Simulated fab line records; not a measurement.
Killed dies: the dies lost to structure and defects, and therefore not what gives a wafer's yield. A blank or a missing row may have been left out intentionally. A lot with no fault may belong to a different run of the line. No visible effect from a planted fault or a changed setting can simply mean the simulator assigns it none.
Which tool was responsible? / flow n5_finfet / 8 lots, 24 wafers sampled, at 6 steps of a route of 1938

== WHAT EACH GAUGE READ, for each wafer ==
N5_MOL_CONTACT_COAG_INSPECT_42: inspects for defects (brightfield).
lot=L211; measured=day 5 16:03; on=defect_inspect-02; raw_defect_count=132 204 117
lot=L215; measured=day 6 14:46; on=defect_inspect-01; raw_defect_count=194 179 179
lot=L218; measured=day 7 05:49; on=defect_inspect-01; raw_defect_count=235 242 266
lot=L220; measured=day 8 01:22; on=defect_inspect-01; raw_defect_count=205 244 310
lot=L221; measured=day 8 01:47; on=defect_inspect-01; raw_defect_count=656 708 751
lot=L222; measured=day 8 09:41; on=defect_inspect-02; raw_defect_count=637 599 667
lot=L230; measured=day 10 14:16; on=defect_inspect-02; raw_defect_count=287 209 173
lot=L232; measured=day 10 23:14; on=defect_inspect-02; raw_defect_count=211 258 251

N5_BEOL_M4_RC_MEAS_101.
lot=L211; measured=day 8 10:10; on=prober-02; DIBL_N (mV/V)=36.3 35.5 37.9; DIBL_P (mV/V)=36.9 36.1 38.2; IOFF_N (nA/um)=0.150 0.134 0.171; IOFF_P (nA/um)=0.209 0.194 0.225; ION_N (uA/um)=659 657 669; ION_P (uA/um)=457 452 461; SS_N (mV/dec)=71.7 71.6 72.7; SS_P (mV/dec)=72.9 73.6 74.3; VT_N (mV)=252.3 255.2 250.0; VT_P (mV)=-251.1 -251.2 -252.0
lot=L215; measured=day 9 09:32; on=prober-01; DIBL_N (mV/V)=37.5 39.5 38.3; DIBL_P (mV/V)=35.9 38.7 37.6; IOFF_N (nA/um)=0.151 0.202 0.181; IOFF_P (nA/um)=0.199 0.242 0.226; ION_N (uA/um)=668 686 686; ION_P (uA/um)=464 467 469; SS_N (mV/dec)=71.5 72.3 71.5; SS_P (mV/dec)=73.9 73.3 73.5; VT_N (mV)=250.2 246.9 250.7; VT_P (mV)=-249.6 -247.3 -250.6
lot=L218; measured=day 9 19:16; on=prober-02; DIBL_N (mV/V)=35.4 36.5 36.2; DIBL_P (mV/V)=35.4 36.8 35.5; IOFF_N (nA/um)=0.140 0.175 0.159; IOFF_P (nA/um)=0.180 0.203 0.186; ION_N (uA/um)=663 685 661; ION_P (uA/um)=451 465 450; SS_N (mV/dec)=70.8 72.0 71.9; SS_P (mV/dec)=73.5 73.5 73.4; VT_N (mV)=252.7 246.5 250.9; VT_P (mV)=-250.7 -250.9 -254.0
lot=L220; measured=day 10 18:02; on=prober-01; DIBL_N (mV/V)=36.5 35.9 35.5; DIBL_P (mV/V)=35.9 35.9 35.2; IOFF_N (nA/um)=0.161 0.152 0.155; IOFF_P (nA/um)=0.207 0.208 0.199; ION_N (uA/um)=675 670 674; ION_P (uA/um)=461 465 469; SS_N (mV/dec)=71.6 71.8 71.9; SS_P (mV/dec)=72.9 72.8 72.5; VT_N (mV)=248.3 250.5 249.1; VT_P (mV)=-252.3 -248.5 -248.3
lot=L221; measured=day 10 21:08; on=prober-02; DIBL_N (mV/V)=37.0 37.3 37.2; DIBL_P (mV/V)=37.4 37.7 38.3; IOFF_N (nA/um)=0.161 0.164 0.170; IOFF_P (nA/um)=0.206 0.208 0.222; ION_N (uA/um)=671 668 687; ION_P (uA/um)=460 455 462; SS_N (mV/dec)=71.6 72.2 72.1; SS_P (mV/dec)=73.0 73.4 72.6; VT_N (mV)=253.7 250.5 247.8; VT_P (mV)=-251.2 -253.6 -251.6
lot=L222; measured=day 11 07:20; on=prober-01; DIBL_N (mV/V)=35.0 35.3 36.3; DIBL_P (mV/V)=34.8 35.0 36.4; IOFF_N (nA/um)=0.146 0.152 0.173; IOFF_P (nA/um)=0.197 0.201 0.220; ION_N (uA/um)=674 661 677; ION_P (uA/um)=465 454 459; SS_N (mV/dec)=71.1 71.4 71.4; SS_P (mV/dec)=72.9 73.1 72.9; VT_N (mV)=250.0 254.8 247.7; VT_P (mV)=-252.0 -248.4 -250.4
lot=L230; measured=day 13 01:10; on=prober-01; DIBL_N (mV/V)=35.8 36.5 35.6; DIBL_P (mV/V)=34.6 34.8 34.3; IOFF_N (nA/um)=0.141 0.147 0.142; IOFF_P (nA/um)=0.206 0.210 0.208; ION_N (uA/um)=679 665 681; ION_P (uA/um)=470 463 472; SS_N (mV/dec)=71.0 71.5 71.0; SS_P (mV/dec)=73.2 72.5 72.6; VT_N (mV)=250.3 248.9 250.8; VT_P (mV)=-247.9 -246.2 -247.9
lot=L232; measured=day 13 18:34; on=prober-02; DIBL_N (mV/V)=36.6 37.6 36.7; DIBL_P (mV/V)=39.0 40.5 38.5; IOFF_N (nA/um)=0.183 0.208 0.187; IOFF_P (nA/um)=0.210 0.230 0.207; ION_N (uA/um)=688 697 686; ION_P (uA/um)=469 462 462; SS_N (mV/dec)=71.7 71.7 72.0; SS_P (mV/dec)=73.4 73.7 73.4; VT_N (mV)=246.7 247.3 246.2; VT_P (mV)=-247.7 -248.8 -249.5

== TOOL THAT RAN EACH LOT (tool first, then ch and the chambers of the sampled wafers, then the start) ==
lot=L211; N5_MOL_CONTACT_COAG_VIA_ETCH_46=rie_diel-06 ch 1,3, day 5 15:11; N5_MOL_CONTACT_COAG_ETCH_65=rie_diel-06 ch 0,1, day 5 16:20; N5_MOL_CONTACT_COAG_ETCH_67=rie_diel-04 ch 0,2,3, day 5 16:46; N5_MOL_CONTACT_COAG_ETCHBACK_136=rie_diel-04 ch 0,2,3, day 5 16:52
lot=L215; N5_MOL_CONTACT_COAG_VIA_ETCH_46=rie_diel-04 ch 1,2, day 6 13:52; N5_MOL_CONTACT_COAG_ETCH_65=rie_diel-06 ch 2,3, day 6 14:56; N5_MOL_CONTACT_COAG_ETCH_67=rie_diel-06 ch 0,3, day 6 15:14; N5_MOL_CONTACT_COAG_ETCHBACK_136=rie_diel-06 ch 0,3, day 6 15:20
lot=L218; N5_MOL_CONTACT_COAG_VIA_ETCH_46=rie_diel-06 ch 0,2,3, day 7 05:04; N5_MOL_CONTACT_COAG_ETCH_65=rie_diel-04 ch 1,2,3, day 7 05:53; N5_MOL_CONTACT_COAG_ETCH_67=rie_diel-06 ch 0,1,3, day 7 06:11; N5_MOL_CONTACT_COAG_ETCHBACK_136=rie_diel-06 ch 0,1,3, day 7 06:17
lot=L220; N5_MOL_CONTACT_COAG_VIA_ETCH_46=rie_diel-04 ch 0,3, day 8 00:29; N5_MOL_CONTACT_COAG_ETCH_65=rie_diel-06 ch 1,2, day 8 01:26; N5_MOL_CONTACT_COAG_ETCH_67=rie_diel-04 ch 0,2,3, day 8 01:56; N5_MOL_CONTACT_COAG_ETCHBACK_136=rie_diel-04 ch 0,2,3, day 8 02:01
lot=L221; N5_MOL_CONTACT_COAG_VIA_ETCH_46=rie_diel-06 ch 0,1,2, day 8 01:02; N5_MOL_CONTACT_COAG_ETCH_65=rie_diel-02 ch 0,1,3, day 8 01:57; N5_MOL_CONTACT_COAG_ETCH_67=rie_diel-02 ch 1,2,3, day 8 02:20; N5_MOL_CONTACT_COAG_ETCHBACK_136=rie_diel-02 ch 1,2,3, day 8 02:25
lot=L222; N5_MOL_CONTACT_COAG_VIA_ETCH_46=rie_diel-06 ch 2,3, day 8 08:49; N5_MOL_CONTACT_COAG_ETCH_65=rie_diel-04 ch 0,3, day 8 09:45; N5_MOL_CONTACT_COAG_ETCH_67=rie_diel-06 ch 2,3, day 8 10:04; N5_MOL_CONTACT_COAG_ETCHBACK_136=rie_diel-06 ch 2,3, day 8 10:10
lot=L230; N5_MOL_CONTACT_COAG_VIA_ETCH_46=rie_diel-02 ch 0,2,3, day 10 13:24; N5_MOL_CONTACT_COAG_ETCH_65=rie_diel-02 ch 0,2,3, day 10 14:24; N5_MOL_CONTACT_COAG_ETCH_67=rie_diel-06 ch 1,2,3, day 10 14:43; N5_MOL_CONTACT_COAG_ETCHBACK_136=rie_diel-06 ch 1,2,3, day 10 14:48
lot=L232; N5_MOL_CONTACT_COAG_VIA_ETCH_46=rie_diel-02 ch 0,1,2, day 10 22:23; N5_MOL_CONTACT_COAG_ETCH_65=rie_diel-04 ch 1,2, day 10 23:29; N5_MOL_CONTACT_COAG_ETCH_67=rie_diel-02 ch 0,1,2, day 10 23:49; N5_MOL_CONTACT_COAG_ETCHBACK_136=rie_diel-02 ch 0,1,2, day 10 23:55
- N5_MOL_CONTACT_COAG_VIA_ETCH_46: etches SiO2 in C4F6/O2, target depth 46 nm, overetch 9.2 nm, time 40 s.
- N5_MOL_CONTACT_COAG_ETCH_65: etches underlayer in N2/H2, target depth 13 nm, time 10.4 s.
- N5_MOL_CONTACT_COAG_ETCH_67: etches SOC in N2/H2, target depth 60 nm, overetch 21 nm, time 101.2 s.
- N5_MOL_CONTACT_COAG_ETCHBACK_136: etches SiO2 in CHF3, target depth 25 nm, time 16.7 s.

== AS READ BY THE TOOLS THEMSELVES (means over the sampled wafers that have a number; for cases with no such wafer, the mark the record gives instead) ==
N5_MOL_CONTACT_COAG_VIA_ETCH_46.
lot=L211; tool=rie_diel-06; drypump_motor_current_A (A)=5.5; oes_product_au (a.u.)=0.70; rf_vpp_V (V)=1609; showerhead_plenum_p_Torr (Torr)=2.94; throttle_valve_pct (%)=41.2
lot=L215; tool=rie_diel-04; drypump_motor_current_A (A)=5.9; oes_product_au (a.u.)=0.71; rf_vpp_V (V)=1598; showerhead_plenum_p_Torr (Torr)=2.78; throttle_valve_pct (%)=41.0
lot=L218; tool=rie_diel-06; drypump_motor_current_A (A)=5.9; oes_product_au (a.u.)=0.70; rf_vpp_V (V)=1600; showerhead_plenum_p_Torr (Torr)=2.78; throttle_valve_pct (%)=40.6
lot=L220; tool=rie_diel-04; drypump_motor_current_A (A)=6.2; oes_product_au (a.u.)=0.71; rf_vpp_V (V)=1601; showerhead_plenum_p_Torr (Torr)=2.94; throttle_valve_pct (%)=40.9
lot=L221; tool=rie_diel-06; drypump_motor_current_A (A)=6.2; oes_product_au (a.u.)=0.68; rf_vpp_V (V)=1599; showerhead_plenum_p_Torr (Torr)=2.81; throttle_valve_pct (%)=40.6
lot=L222; tool=rie_diel-06; drypump_motor_current_A (A)=5.6; oes_product_au (a.u.)=0.69; rf_vpp_V (V)=1603; showerhead_plenum_p_Torr (Torr)=2.77; throttle_valve_pct (%)=40.8
lot=L230; tool=rie_diel-02; drypump_motor_current_A (A)=5.6; oes_product_au (a.u.)=0.70; rf_vpp_V (V)=1581; showerhead_plenum_p_Torr (Torr)=2.81; throttle_valve_pct (%)=40.9
lot=L232; tool=rie_diel-02; drypump_motor_current_A (A)=5.7; oes_product_au (a.u.)=0.70; rf_vpp_V (V)=1588; showerhead_plenum_p_Torr (Torr)=2.85; throttle_valve_pct (%)=40.8

N5_MOL_CONTACT_COAG_ETCH_65.
lot=L211; tool=rie_diel-06; drypump_motor_current_A (A)=6.5; etch_rf_on_time_s (s)=10.48; h2_flow_sccm (sccm)=200.8; oes_product_au (a.u.)=0.67; rf_vpp_V (V)=523.9; showerhead_plenum_p_Torr (Torr)=2.53; throttle_valve_pct (%)=17.7
lot=L215; tool=rie_diel-06; drypump_motor_current_A (A)=5.2; etch_rf_on_time_s (s)=10.27; h2_flow_sccm (sccm)=199.7; oes_product_au (a.u.)=0.68; rf_vpp_V (V)=523.0; showerhead_plenum_p_Torr (Torr)=2.53; throttle_valve_pct (%)=17.9
lot=L218; tool=rie_diel-04; drypump_motor_current_A (A)=5.9; etch_rf_on_time_s (s)=10.35; h2_flow_sccm (sccm)=200.2; oes_product_au (a.u.)=0.67; rf_vpp_V (V)=523.8; showerhead_plenum_p_Torr (Torr)=2.56; throttle_valve_pct (%)=17.9
lot=L220; tool=rie_diel-06; drypump_motor_current_A (A)=5.8; etch_rf_on_time_s (s)=10.45; h2_flow_sccm (sccm)=199.6; oes_product_au (a.u.)=0.63; rf_vpp_V (V)=523.1; showerhead_plenum_p_Torr (Torr)=2.51; throttle_valve_pct (%)=17.8
lot=L221; tool=rie_diel-02; drypump_motor_current_A (A)=5.3; etch_rf_on_time_s (s)=10.39; h2_flow_sccm (sccm)=199.3; oes_product_au (a.u.)=0.64; rf_vpp_V (V)=524.3; showerhead_plenum_p_Torr (Torr)=2.55; throttle_valve_pct (%)=18.1
lot=L222; tool=rie_diel-04; drypump_motor_current_A (A)=6.4; etch_rf_on_time_s (s)=10.35; h2_flow_sccm (sccm)=199.9; oes_product_au (a.u.)=0.63; rf_vpp_V (V)=523.9; showerhead_plenum_p_Torr (Torr)=2.56; throttle_valve_pct (%)=17.9
lot=L230; tool=rie_diel-02; drypump_motor_current_A (A)=5.6; etch_rf_on_time_s (s)=10.40; h2_flow_sccm (sccm)=199.8; oes_product_au (a.u.)=0.66; rf_vpp_V (V)=523.2; showerhead_plenum_p_Torr (Torr)=2.52; throttle_valve_pct (%)=18.0
lot=L232; tool=rie_diel-04; drypump_motor_current_A (A)=5.9; etch_rf_on_time_s (s)=10.22; h2_flow_sccm (sccm)=200.3; oes_product_au (a.u.)=0.75; rf_vpp_V (V)=521.7; showerhead_plenum_p_Torr (Torr)=2.48; throttle_valve_pct (%)=17.9

N5_MOL_CONTACT_COAG_ETCH_67.
lot=L211; tool=rie_diel-04; drypump_motor_current_A (A)=6.1; h2_flow_sccm (sccm)=199.5; oes_product_au (a.u.)=0.68; rf_vpp_V (V)=525.2; showerhead_plenum_p_Torr (Torr)=2.56; throttle_valve_pct (%)=17.78
lot=L215; tool=rie_diel-06; drypump_motor_current_A (A)=5.5; h2_flow_sccm (sccm)=199.8; oes_product_au (a.u.)=0.68; rf_vpp_V (V)=524.2; showerhead_plenum_p_Torr (Torr)=2.54; throttle_valve_pct (%)=17.83
lot=L218; tool=rie_diel-06; drypump_motor_current_A (A)=5.8; h2_flow_sccm (sccm)=200.1; oes_product_au (a.u.)=0.66; rf_vpp_V (V)=524.7; showerhead_plenum_p_Torr (Torr)=2.57; throttle_valve_pct (%)=17.89
lot=L220; tool=rie_diel-04; drypump_motor_current_A (A)=6.1; h2_flow_sccm (sccm)=199.7; oes_product_au (a.u.)=0.66; rf_vpp_V (V)=524.1; showerhead_plenum_p_Torr (Torr)=2.55; throttle_valve_pct (%)=17.82
lot=L221; tool=rie_diel-02; drypump_motor_current_A (A)=5.7; h2_flow_sccm (sccm)=200.1; oes_product_au (a.u.)=0.62; rf_vpp_V (V)=524.0; showerhead_plenum_p_Torr (Torr)=2.57; throttle_valve_pct (%)=18.17
lot=L222; tool=rie_diel-06; drypump_motor_current_A (A)=5.6; h2_flow_sccm (sccm)=200.2; oes_product_au (a.u.)=0.63; rf_vpp_V (V)=522.1; showerhead_plenum_p_Torr (Torr)=2.48; throttle_valve_pct (%)=17.76
lot=L230; tool=rie_diel-06; drypump_motor_current_A (A)=5.5; h2_flow_sccm (sccm)=199.8; oes_product_au (a.u.)=0.62; rf_vpp_V (V)=524.0; showerhead_plenum_p_Torr (Torr)=2.55; throttle_valve_pct (%)=17.99
lot=L232; tool=rie_diel-02; drypump_motor_current_A (A)=5.8; h2_flow_sccm (sccm)=200.1; oes_product_au (a.u.)=0.66; rf_vpp_V (V)=524.4; showerhead_plenum_p_Torr (Torr)=2.56; throttle_valve_pct (%)=17.90

N5_MOL_CONTACT_COAG_ETCHBACK_136.
lot=L211; tool=rie_diel-04; drypump_motor_current_A (A)=6.1; oes_product_au (a.u.)=0.82; rf_vpp_V (V)=528; showerhead_plenum_p_Torr (Torr)=2.40; throttle_valve_pct (%)=18.70
lot=L215; tool=rie_diel-06; drypump_motor_current_A (A)=5.5; oes_product_au (a.u.)=0.81; rf_vpp_V (V)=530; showerhead_plenum_p_Torr (Torr)=2.37; throttle_valve_pct (%)=18.63
lot=L218; tool=rie_diel-06; drypump_motor_current_A (A)=5.8; oes_product_au (a.u.)=0.79; rf_vpp_V (V)=529; showerhead_plenum_p_Torr (Torr)=2.39; throttle_valve_pct (%)=18.72
lot=L220; tool=rie_diel-04; drypump_motor_current_A (A)=6.1; oes_product_au (a.u.)=0.79; rf_vpp_V (V)=528; showerhead_plenum_p_Torr (Torr)=2.39; throttle_valve_pct (%)=18.74
lot=L221; tool=rie_diel-02; drypump_motor_current_A (A)=5.7; oes_product_au (a.u.)=0.73; rf_vpp_V (V)=525; showerhead_plenum_p_Torr (Torr)=2.40; throttle_valve_pct (%)=19.01
lot=L222; tool=rie_diel-06; drypump_motor_current_A (A)=5.6; oes_product_au (a.u.)=0.75; rf_vpp_V (V)=529; showerhead_plenum_p_Torr (Torr)=2.33; throttle_valve_pct (%)=18.64
lot=L230; tool=rie_diel-06; drypump_motor_current_A (A)=5.5; oes_product_au (a.u.)=0.74; rf_vpp_V (V)=530; showerhead_plenum_p_Torr (Torr)=2.38; throttle_valve_pct (%)=18.84
lot=L232; tool=rie_diel-02; drypump_motor_current_A (A)=5.8; oes_product_au (a.u.)=0.78; rf_vpp_V (V)=525; showerhead_plenum_p_Torr (Torr)=2.39; throttle_valve_pct (%)=18.71

== THE ANSWER, worked out from the rows above alone ==
Rule: usual is defined by the lots themselves. The widest of any qualifying gaps counts: lots, ordered by their means at a reading, are off when they make up no more than a third of the lots, leave a main group of 4 or more, and stand apart from it by 3 or more times the standard deviation of that group's means. A main group whose means are all the same, to the digits that the tables above print for the reading, isn't used. Also off: a lot with no number at a reading for which 4 or more lots have one. The other lots that the step has rows for count as sound. Order of review: gauges by route order, followed by the tools' own readings, for which a lot's mean as printed above is used. The first step at which some lot is off is used, and at that step the reading that is off furthest; a lot without a number counts as furthest.
Off: L221, L222 (N5_MOL_CONTACT_COAG_INSPECT_42, raw_defect_count). The main group: mean 216, standard deviation 37.
A tool fits if, at a process step before that reading, it ran every lot that is off, and no sound lot after the first of them. Gauges at N5_MOL_CONTACT_COAG_INSPECT_42: tried the same way as those tools. One fits: rie_diel-06 at N5_MOL_CONTACT_COAG_VIA_ETCH_46. A fault onset in the window from L218 (day 7 05:04, its last sound lot) to L221 (day 8 01:02, its first lot off) fits.

== WHAT THE SIMULATOR HAD PUT IN ==
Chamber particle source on rie_diel-06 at N5_MOL_CONTACT_COAG_VIA_ETCH_46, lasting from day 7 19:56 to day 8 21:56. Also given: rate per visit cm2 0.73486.
Shown lots that were struck: L221, L222. Same finding as the rule above.
